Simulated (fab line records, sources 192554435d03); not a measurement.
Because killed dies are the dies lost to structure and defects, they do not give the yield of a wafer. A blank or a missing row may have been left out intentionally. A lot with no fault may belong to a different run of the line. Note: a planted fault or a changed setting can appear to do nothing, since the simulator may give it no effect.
Matching of chambers    flow n5 finfet    4 sister chambers for N5_DUMMY_GATE_ETCH_31 on rie diel-04
The step etches SiO2 in C4F6/O2, target depth 82.5 nm, time 27.5 s. 4 wafers are shown with their chamber, then 8 later ones without.

WAFERS PAIRED WITH THEIR CHAMBERS
wafer   chamber  showerhead plenum p Torr (Torr)
L083.3  2        2.98
L090.2  1        2.73
L090.6  3        2.79
L092.1  0        2.81

WAFERS WITHOUT THEIR CHAMBER
wafer   showerhead plenum p Torr (Torr)
L092.2  2.73
L092.4  2.98
L095.2  2.81
L095.5  2.98
L095.6  2.72
L097.1  2.72
L097.5  2.97
L097.6  2.72

WHICH CHAMBER EACH WENT THROUGH
wafer   from the rows above  in truth
L092.2  1                    1
L092.4  2                    2
L095.2  0                    0
L095.5  2                    2
L095.6  1                    1
L097.1  1                    1
L097.5  2                    2
L097.6  1                    1
Placed correctly: 8 of 8. Left unplaced by these rows: 0. Placed wrongly: 0.
How it was worked out, from the rows above alone: a wafer's distance from a chamber is the root of the sum, over the readings, of the square of ((its reading less the chamber's mean) divided by the reading's scatter). The wafer belongs to the nearest chamber; if the next one is less than 2 further off, it can't be placed. Each chamber's mean is taken over the wafers shown for it. The scatter: root of mean squared gap, hidden wafer to nearest shown wafer, with one shown wafer a chamber.
